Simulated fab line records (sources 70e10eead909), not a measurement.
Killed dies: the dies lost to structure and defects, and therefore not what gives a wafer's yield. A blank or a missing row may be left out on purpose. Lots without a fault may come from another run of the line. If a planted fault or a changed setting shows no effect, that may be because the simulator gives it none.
Matching of chambers | flow nand_harc | pecvd-04 running NHARC_A_BONDPAD_DEP_00: 3 sister chambers
The step deposits SiCN, target thk 250 nm. 3 wafers are shown with their chamber, then 7 later ones without.

## WAFERS WITH THEIR CHAMBER
wafer  | chamber | heater_power_w (W)
L801.5 | 2       | 560
L806.3 | 1       | 603
L806.4 | 0       | 698

## WAFERS WITHOUT THEIR CHAMBER
wafer  | heater_power_w (W)
L806.6 | 606
L807.1 | 575
L807.3 | 697
L807.6 | 590
L808.1 | 530
L808.2 | 623
L808.6 | 631

## CHAMBER TAKEN BY EACH
wafer  | from the rows above     | in truth
L806.6 | 1                       | 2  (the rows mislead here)
L807.1 | can't be placed: 2 or 1 | 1
L807.3 | 0                       | 0
L807.6 | can't be placed: 1 or 2 | 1
L808.1 | 2                       | 2
L808.2 | 1                       | 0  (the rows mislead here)
L808.6 | 1                       | 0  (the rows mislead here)
2 of 7 placed correctly. Not placeable from these rows: 2 (in 2, the candidates include the true chamber). Number placed wrongly: 3.
How it was worked out, from the rows above alone: a wafer's distance from a chamber is the root of the sum, over the readings, of the square of ((its reading less the chamber's mean) divided by the reading's scatter). If the next closest chamber is less than 2 further off than the closest, the wafer can't be placed; otherwise it belongs to the closest. A chamber's mean is the mean of its shown wafers. The scatter (one wafer shown for each chamber): square how far every hidden wafer sits from the nearest shown wafer, average those squares and take the square root.
